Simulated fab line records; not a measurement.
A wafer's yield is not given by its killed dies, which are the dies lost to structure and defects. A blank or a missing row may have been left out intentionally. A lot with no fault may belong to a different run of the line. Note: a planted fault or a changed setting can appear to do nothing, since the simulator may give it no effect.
Split-lot trial / flow n5Finfet / on a route of 1938 steps: 7 lots, 21 wafers read

SPLIT DETAILS
At N5_BEOL_M0_SAQP_PECVD_03 (deposits SiCN from 3MS/NH3, target thk 12 nm, time 21.1 s), the setting timeS was moved away from the recipe's 21.1 s on 6 of the 21 wafers read, by -8.0% to +5.4%. For the rest of the wafers, this setting stayed at what the recipe calls for.

The reading is taken at the split's own step.

THE READING
SiCN_of_BEOL_M0_SAQP_PECVD_03.thkNm (the simulator's own value, which no gauge read), in nm, at N5_BEOL_M0_SAQP_PECVD_03 (deposits SiCN from 3MS/NH3, target thk 12 nm, time 21.1 s). The file does not state a usual value for it. Average 12.0 nm, standard deviation 0.15 nm, over the 15 wafers here run with the recipe.

wafer=L079.1; tool, chamber at the split=pecvd-03, 2; timeS as run, s=21.1; against the recipe=recipe; SiCN_of_BEOL_M0_SAQP_PECVD_03.thkNm, nm=12.2; against lot-mates on the recipe=-
wafer=L079.2; tool, chamber at the split=pecvd-03, 0,2; timeS as run, s=21.1; against the recipe=recipe; SiCN_of_BEOL_M0_SAQP_PECVD_03.thkNm, nm=12; against lot-mates on the recipe=-
wafer=L079.5; tool, chamber at the split=pecvd-03, 0,2; timeS as run, s=21.1; against the recipe=recipe; SiCN_of_BEOL_M0_SAQP_PECVD_03.thkNm, nm=12; against lot-mates on the recipe=-
wafer=L081.1; tool, chamber at the split=pecvd-03, 0; timeS as run, s=21.1; against the recipe=recipe; SiCN_of_BEOL_M0_SAQP_PECVD_03.thkNm, nm=11.6; against lot-mates on the recipe=-
wafer=L081.4; tool, chamber at the split=pecvd-03, 1,2; timeS as run, s=21.1; against the recipe=recipe; SiCN_of_BEOL_M0_SAQP_PECVD_03.thkNm, nm=12; against lot-mates on the recipe=-
wafer=L081.5; tool, chamber at the split=pecvd-03, 1,2; timeS as run, s=21.1; against the recipe=recipe; SiCN_of_BEOL_M0_SAQP_PECVD_03.thkNm, nm=12; against lot-mates on the recipe=-
wafer=L082.2; tool, chamber at the split=pecvd-03, 2; timeS as run, s=21.1; against the recipe=recipe; SiCN_of_BEOL_M0_SAQP_PECVD_03.thkNm, nm=12; against lot-mates on the recipe=-
wafer=L082.4; tool, chamber at the split=pecvd-03, 2; timeS as run, s=21.92; against the recipe=+3.9%; SiCN_of_BEOL_M0_SAQP_PECVD_03.thkNm, nm=12.8; against lot-mates on the recipe=+0.8
wafer=L082.5; tool, chamber at the split=pecvd-03, 0; timeS as run, s=21.92; against the recipe=+3.9%; SiCN_of_BEOL_M0_SAQP_PECVD_03.thkNm, nm=13; against lot-mates on the recipe=+1.0
wafer=L086.1; tool, chamber at the split=pecvd-03, 1; timeS as run, s=19.49; against the recipe=-7.6%; SiCN_of_BEOL_M0_SAQP_PECVD_03.thkNm, nm=11; against lot-mates on the recipe=-1.0
wafer=L086.5; tool, chamber at the split=pecvd-03, 2; timeS as run, s=19.49; against the recipe=-7.6%; SiCN_of_BEOL_M0_SAQP_PECVD_03.thkNm, nm=11.2; against lot-mates on the recipe=-0.8
wafer=L086.6; tool, chamber at the split=pecvd-03, 0; timeS as run, s=21.1; against the recipe=recipe; SiCN_of_BEOL_M0_SAQP_PECVD_03.thkNm, nm=12; against lot-mates on the recipe=-
wafer=L087.1; tool, chamber at the split=pecvd-04, 2,1,0; timeS as run, s=21.1; against the recipe=recipe; SiCN_of_BEOL_M0_SAQP_PECVD_03.thkNm, nm=12; against lot-mates on the recipe=-
wafer=L087.2; tool, chamber at the split=pecvd-04, 2,1,0; timeS as run, s=21.1; against the recipe=recipe; SiCN_of_BEOL_M0_SAQP_PECVD_03.thkNm, nm=12; against lot-mates on the recipe=-
wafer=L087.5; tool, chamber at the split=pecvd-04, 2,1,0; timeS as run, s=21.1; against the recipe=recipe; SiCN_of_BEOL_M0_SAQP_PECVD_03.thkNm, nm=12; against lot-mates on the recipe=-
wafer=L090.1; tool, chamber at the split=pecvd-03, 0; timeS as run, s=21.1; against the recipe=recipe; SiCN_of_BEOL_M0_SAQP_PECVD_03.thkNm, nm=11.8; against lot-mates on the recipe=-
wafer=L090.5; tool, chamber at the split=pecvd-03, 0; timeS as run, s=21.1; against the recipe=recipe; SiCN_of_BEOL_M0_SAQP_PECVD_03.thkNm, nm=12; against lot-mates on the recipe=-
wafer=L090.6; tool, chamber at the split=pecvd-03, 2; timeS as run, s=22.24; against the recipe=+5.4%; SiCN_of_BEOL_M0_SAQP_PECVD_03.thkNm, nm=12.6; against lot-mates on the recipe=+0.7
wafer=L096.2; tool, chamber at the split=pecvd-02, 1; timeS as run, s=19.41; against the recipe=-8.0%; SiCN_of_BEOL_M0_SAQP_PECVD_03.thkNm, nm=11; against lot-mates on the recipe=-1.2
wafer=L096.5; tool, chamber at the split=pecvd-02, 1,0; timeS as run, s=21.1; against the recipe=recipe; SiCN_of_BEOL_M0_SAQP_PECVD_03.thkNm, nm=12.2; against lot-mates on the recipe=-
wafer=L096.6; tool, chamber at the split=pecvd-02, 1,0; timeS as run, s=21.1; against the recipe=recipe; SiCN_of_BEOL_M0_SAQP_PECVD_03.thkNm, nm=12.2; against lot-mates on the recipe=-
If several chambers appear in one row, that row covers several wafers at once and the file leaves open which wafer was in which chamber.

FIT RESULTS
A straight line over all 21 wafers: SiCN_of_BEOL_M0_SAQP_PECVD_03.thkNm changes by +0.135 nm for each +1% of timeS; r = +0.93; the points scatter about the line by 0.19 nm.
The same after taking each lot's own level away (the mean of its wafers on the recipe; 21 wafers): +0.144 nm for each +1%; r = +0.96; scatter 0.16 nm.
On that fit, the largest move of timeS shifts the reading by 1.2 nm.
The span of the lots' own levels, 11.87 to 12.20 nm, comes to 2.3 times the standard deviation stated above.
Hence the lot-to-lot level has little effect on the slope; both slopes agree.
Check: with one of the wafers moved furthest among these (-8.0%) left out of the fit, the line predicts -1.07 nm for it against its lot-mates. Against them it came out at -1.2 nm.

FURTHER SPLITS ON THESE WAFERS
Other splits were also applied to these wafers ahead of the reading. Each is held against what the fit with the lots' levels taken away leaves over:
other split on the same wafers=N5_GATE_CUT_EXPOSE_10 doseMj; wafers away from the commonest value=10; r with SiCN_of_BEOL_M0_SAQP_PECVD_03.thkNm (lot level and that fit taken away)=-0.30
other split on the same wafers=N5_MOL_CONTACT_COAG_ALD_123 aldCycles; wafers away from the commonest value=4; r with SiCN_of_BEOL_M0_SAQP_PECVD_03.thkNm (lot level and that fit taken away)=+0.01
other split on the same wafers=N5_MOL_CONTACT_COAG_COAT_76 spinRpm; wafers away from the commonest value=6; r with SiCN_of_BEOL_M0_SAQP_PECVD_03.thkNm (lot level and that fit taken away)=+0.05

THE FILE'S OWN FIT
SiCN_of_BEOL_M0_SAQP_PECVD_03.thkNm changes by +0.143 nm for each +1% of timeS, r = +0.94.
